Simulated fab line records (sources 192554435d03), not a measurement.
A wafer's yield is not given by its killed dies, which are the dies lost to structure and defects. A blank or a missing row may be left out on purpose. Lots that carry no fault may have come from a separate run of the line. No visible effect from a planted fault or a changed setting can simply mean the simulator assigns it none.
Which tool was responsible? || flow n5 finfet || Sampling: 12 lots, 36 wafers, 3 of 1938 route steps

## WHAT THE GAUGES READ, wafer by wafer
N5_MOL_CONTACT_COAG_INSPECT_57: inspects for defects (brightfield).
{"lot": "L075", "measured": "day 5 07:05", "on": "defect inspect-02", "raw defect count": "226 196 201"}
{"lot": "L077", "measured": "day 5 23:37", "on": "defect inspect-02", "raw defect count": "178 263 260"}
{"lot": "L079", "measured": "day 6 10:22", "on": "defect inspect-01", "raw defect count": "180 183 223"}
{"lot": "L081", "measured": "day 6 20:58", "on": "defect inspect-02", "raw defect count": "168 225 225"}
{"lot": "L083", "measured": "day 7 08:26", "on": "defect inspect-02", "raw defect count": "194 221 205"}
{"lot": "L085", "measured": "day 7 20:09", "on": "defect inspect-02", "raw defect count": "167 161 134"}
{"lot": "L087", "measured": "day 8 07:50", "on": "defect inspect-02", "raw defect count": "199 176 228"}
{"lot": "L089", "measured": "day 8 20:28", "on": "defect inspect-02", "raw defect count": "168 231 233"}
{"lot": "L091", "measured": "day 9 08:45", "on": "defect inspect-01", "raw defect count": "179 136 140"}
{"lot": "L093", "measured": "day 9 20:48", "on": "defect inspect-01", "raw defect count": "254 139 185"}
{"lot": "L095", "measured": "day 10 13:11", "on": "defect inspect-02", "raw defect count": "292 241 260"}
{"lot": "L097", "measured": "day 11 02:44", "on": "defect inspect-01", "raw defect count": "213 304 248"}

## WHAT TOOL EACH LOT RAN ON (gives the tool, then ch and the chambers of the sampled wafers, and finally the start)
{"lot": "L075", "N5_MOL_CONTACT_COAG_CO_FILL_22": "cvd co-01 ch 0,1, day 5 00:06", "N5_MOL_CONTACT_COAG_CMP_28": "cmp-02 ch 0,2,3, day 5 05:53"}
{"lot": "L077", "N5_MOL_CONTACT_COAG_CO_FILL_22": "cvd co-01 ch 0,1,2, day 5 15:53", "N5_MOL_CONTACT_COAG_CMP_28": "cmp-01 ch 0,2,3, day 5 22:14"}
{"lot": "L079", "N5_MOL_CONTACT_COAG_CO_FILL_22": "cvd co-01 ch 0,1, day 6 01:45", "N5_MOL_CONTACT_COAG_CMP_28": "cmp-01 ch 1,2,3, day 6 09:11"}
{"lot": "L081", "N5_MOL_CONTACT_COAG_CO_FILL_22": "cvd co-01 ch 0,1,2, day 6 15:03", "N5_MOL_CONTACT_COAG_CMP_28": "cmp-04 ch 1,2, day 6 19:42"}
{"lot": "L083", "N5_MOL_CONTACT_COAG_CO_FILL_22": "cvd co-02 ch 1,2, day 7 02:19", "N5_MOL_CONTACT_COAG_CMP_28": "cmp-04 ch 0,2,3, day 7 07:11"}
{"lot": "L085", "N5_MOL_CONTACT_COAG_CO_FILL_22": "cvd co-01 ch 0,1, day 7 12:52", "N5_MOL_CONTACT_COAG_CMP_28": "cmp-04 ch 0,1, day 7 18:53"}
{"lot": "L087", "N5_MOL_CONTACT_COAG_CO_FILL_22": "cvd co-02 ch 0,1,2, day 8 01:28", "N5_MOL_CONTACT_COAG_CMP_28": "cmp-01 ch 0,1,3, day 8 06:26"}
{"lot": "L089", "N5_MOL_CONTACT_COAG_CO_FILL_22": "cvd co-01 ch 0,1, day 8 12:56", "N5_MOL_CONTACT_COAG_CMP_28": "cmp-04 ch 1,2,3, day 8 19:00"}
{"lot": "L091", "N5_MOL_CONTACT_COAG_CO_FILL_22": "cvd co-01 ch 0,1,2, day 9 01:49", "N5_MOL_CONTACT_COAG_CMP_28": "cmp-02 ch 1,2,3, day 9 07:26"}
{"lot": "L093", "N5_MOL_CONTACT_COAG_CO_FILL_22": "cvd co-01 ch 0,1,2, day 9 11:08", "N5_MOL_CONTACT_COAG_CMP_28": "cmp-04 ch 0,2,3, day 9 18:41"}
{"lot": "L095", "N5_MOL_CONTACT_COAG_CO_FILL_22": "cvd co-02 ch 0,1,2, day 10 07:34", "N5_MOL_CONTACT_COAG_CMP_28": "cmp-02 ch 0,1,2, day 10 11:46"}
{"lot": "L097", "N5_MOL_CONTACT_COAG_CO_FILL_22": "cvd co-01 ch 1,2, day 10 19:20", "N5_MOL_CONTACT_COAG_CMP_28": "cmp-02 ch 0,1,2, day 11 01:32"}
- N5_MOL_CONTACT_COAG_CO_FILL_22: material Co, precursor CCTBA/H2, target thk 20 nm.
- N5_MOL_CONTACT_COAG_CMP_28: polishes, stops on SiNx, t overpolish 0.85 s, target thk 14.522 nm.

## THE ANSWER, worked out from the rows above alone
Rule: usual is defined by the lots themselves. The widest of any qualifying gaps counts: lots, ordered by their means at a reading, are off when they make up no more than a third of the lots, leave a main group of 4 or more, and stand apart from it by 3 or more times the standard deviation of that group's means. The tables above print the reading to a certain number of digits; a main group whose means all agree to those digits is not used. Also off: a lot with no number at a reading for which 4 or more lots have one. All remaining lots with rows at the step are treated as sound.
Nothing can be told from this: no lot is off at any reading shown.

## WHAT THE SIMULATOR HAD PUT IN
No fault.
